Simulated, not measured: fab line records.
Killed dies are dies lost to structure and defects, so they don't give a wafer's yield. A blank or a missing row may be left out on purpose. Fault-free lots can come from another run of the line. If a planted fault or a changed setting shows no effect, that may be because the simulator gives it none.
Matching of chambers -- flow n5Finfet -- N5_BEOL_M0_STRIP_142 on rieDiel-03 has 4 sister chambers
The step strips in N2/H2, time 10 s. 14 wafers are shown with their chamber, then 7 later ones without.

WAFERS, EACH WITH ITS CHAMBER
wafer,chamber,drypumpMotorCurrentA (A),showerheadPlenumPTorr (Torr),throttleValvePct (%)
L074.1,3,4.8,2.63,24.10
L074.4,0,5.5,2.49,23.35
L074.6,3,4.9,2.63,24.09
L075.1,2,5.3,2.43,23.87
L075.4,1,6.5,2.71,23.65
L075.5,0,5.5,2.49,23.36
L078.1,0,5.5,2.49,23.36
L078.4,2,5.3,2.43,23.87
L078.6,1,6.5,2.70,23.68
L079.4,3,4.9,2.62,24.10
L079.5,3,4.8,2.62,24.11
L079.6,2,5.3,2.43,23.85
L080.2,0,5.5,2.49,23.38
L080.3,1,6.5,2.70,23.68

SIGNATURES (means of the wafers above)
reading,chamber 0,chamber 1,chamber 2,chamber 3,scatter within a chamber
drypumpMotorCurrentA,5.500,6.500,5.300,4.850,0.0316
showerheadPlenumPTorr,2.4900,2.7033,2.4300,2.6250,0.00408
throttleValvePct,23.3625,23.6700,23.8633,24.1000,0.0124
Rule: for a wafer and a chamber, the distance is found by dividing, reading by reading, the gap between the wafer's reading and the chamber's mean by the reading's scatter, squaring, summing and taking the root. The wafer belongs to the nearest chamber; if the next one is less than 2 further off, it can't be placed. The scatter: the root of (the sum of the squares of (reading less its chamber's mean) over the shown wafers, divided by (wafers less chambers)).

WAFERS WHOSE CHAMBER IS MISSING
wafer,drypumpMotorCurrentA (A),showerheadPlenumPTorr (Torr),throttleValvePct (%)
L080.6,5.3,2.42,23.87
L089.3,5.5,2.48,23.14
L089.4,5.3,2.42,23.91
L089.6,6.5,2.69,23.71
L093.2,5.3,2.41,23.91
L093.3,4.8,2.61,24.14
L093.4,5.5,2.48,23.16

EACH ONE'S CHAMBER
wafer,from the rows above,in truth
L080.6,2,2
L089.3,0,0
L089.4,2,2
L089.6,1,1
L093.2,2,2
L093.3,3,3
L093.4,0,0
Placed correctly: 7 of 7. Not placeable from these rows: 0. Number placed wrongly: 0.
